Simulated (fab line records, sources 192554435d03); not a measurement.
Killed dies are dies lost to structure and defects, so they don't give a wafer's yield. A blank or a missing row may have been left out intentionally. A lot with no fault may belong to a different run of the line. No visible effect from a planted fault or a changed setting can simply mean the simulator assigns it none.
Split-lot study	flow n5-finfet	21 wafers read from 7 lots, route of 1938 steps

== THE SPLIT ITSELF ==
At N5_BEOL_M3_COAT_62 (time 60 s, resist thk 12 nm), the setting spin-rpm was moved away from the recipe's 1500 rpm on 7 of the 21 wafers read, by -6.2% to -3.9%. All remaining wafers had this setting at the recipe value.

== FROM THE SPLIT TO THE READING: what the file shows between them, 8 steps ==
- N5_BEOL_M3_COAT_05: resist thk 30 nm (also split here: spin-rpm)
- N5_BEOL_M3_EBR_07
- N5_BEOL_M3_SOFTBAKE_06: time 60 s
- N5_BEOL_M3_EXPOSE_08: exposes mask M3
- N5_BEOL_M3_PEB_09: peb time 60 s
- N5_BEOL_M3_DEVELOP_10: develop time 30 s
- N5_BEOL_M3_DESCUM_16: chemistry O2, time 7 s
- N5_BEOL_M3_ETCH_74: etches underlayer in N2/H2, target depth 6.5 nm, time 5.2 s

== THE READING ==
etch.depth-nm (the simulator's own value, which no gauge read), in nm, at N5_BEOL_M3_ETCH_63 (etches SiARC in CF4, target depth 15.6 nm, time 26 s). The file does not state a usual value for it. The 14 wafers here that ran the recipe average 11.97 nm, standard deviation 0.041 nm.

wafer	tool, chamber at the split	spin-rpm as run, rpm	against the recipe	etch.depth-nm, nm	against lot-mates on the recipe
L075.1	litho-track-01, 0	1436	-4.3%	12.26	+0.27
L075.5	litho-track-01, 0	1436	-4.3%	12.26	+0.27
L075.2	litho-track-01, 0	1500	recipe	11.99	-
L081.1	litho-track-01, 0	1500	recipe	12.06	-
L081.2	litho-track-01, 0	1432	-4.5%	12.29	+0.25
L081.5	litho-track-01, 0	1500	recipe	12.02	-
L084.1	litho-track-05, 0	1500	recipe	11.96	-
L084.3	litho-track-05, 0	1500	recipe	11.92	-
L084.6	litho-track-05, 0	1500	recipe	11.95	-
L089.3	litho-track-03, 0	1500	recipe	11.91	-
L089.5	litho-track-03, 0	1500	recipe	11.94	-
L089.6	litho-track-03, 0	1500	recipe	11.92	-
L092.3	litho-track-01, 0	1416	-5.6%	12.37	+0.38
L092.4	litho-track-01, 0	1500	recipe	12.02	-
L092.5	litho-track-01, 0	1500	recipe	11.95	-
L094.1	litho-track-03, 0	1500	recipe	11.96	-
L094.3	litho-track-03, 0	1407	-6.2%	12.35	+0.38
L094.6	litho-track-03, 0	1500	recipe	11.98	-
L096.1	litho-track-05, 0	1500	recipe	11.97	-
L096.3	litho-track-05, 0	1441	-3.9%	12.25	+0.28
L096.6	litho-track-05, 0	1441	-3.9%	12.2	+0.23

FIT RESULTS
A straight line over all 21 wafers: etch.depth-nm changes by -0.0671 nm for each +1% of spin-rpm; r = -0.97; the points scatter about the line by 0.038 nm.
The same after taking each lot's own level away (the mean of its wafers on the recipe; 21 wafers): -0.0631 nm for each +1%; r = -0.99; scatter 0.021 nm.
On that fit, the largest move of spin-rpm shifts the reading by 0.39 nm.
The lots' own levels span 11.923 to 12.040 nm, that is 2.8 times the standard deviation above.
Hence the lot-to-lot level has little effect on the slope; both slopes agree.
Check: with one of the wafers moved furthest among these (-6.2%) left out of the fit, the line predicts +0.395 nm for it against its lot-mates. Against them it came out at +0.38 nm.

== FURTHER SPLITS ON THESE WAFERS ==
These wafers also went through other splits before the reading. Each is held against what the fit with the lots' levels taken away leaves over:
other split on the same wafers	wafers away from the commonest value	r with etch.depth-nm (lot level and that fit taken away)
N5_MOL_CONTACT_COAG_ALD_27 time-s	5	+0.01
N5_BEOL_M0_SAQP_SPACER1_ALD_98 ald-cycles	8	-0.07
N5_BEOL_M0_ETCH_128 source-w	5	-0.20
N5_BEOL_M2_ALD_98 ald-cycles	8	-0.28
N5_BEOL_M3_COAT_05 spin-rpm	10	+0.18

== THE WHOLE CHAIN: every reading that the file lists as answering this split, in the file's order ==
step	what it does	reading	change (the file's fit)	r (the file's)
N5_BEOL_M3_COAT_62	time 60 s, resist thk 12 nm	SiARC_of_BEOL_M3_COAT_62.thk-nm (the simulator's own value, which no gauge read)	-0.0586 nm for each +1% of the setting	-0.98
N5_BEOL_M3_ETCH_63	etches SiARC in CF4, target depth 15.6 nm, time 26 s	etch.depth-nm (the simulator's own value, which no gauge read)	-0.0627 nm for each +1% of the setting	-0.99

== FILE'S OWN FIT ==
etch.depth-nm changes by -0.0627 nm for each +1% of spin-rpm, r = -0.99.
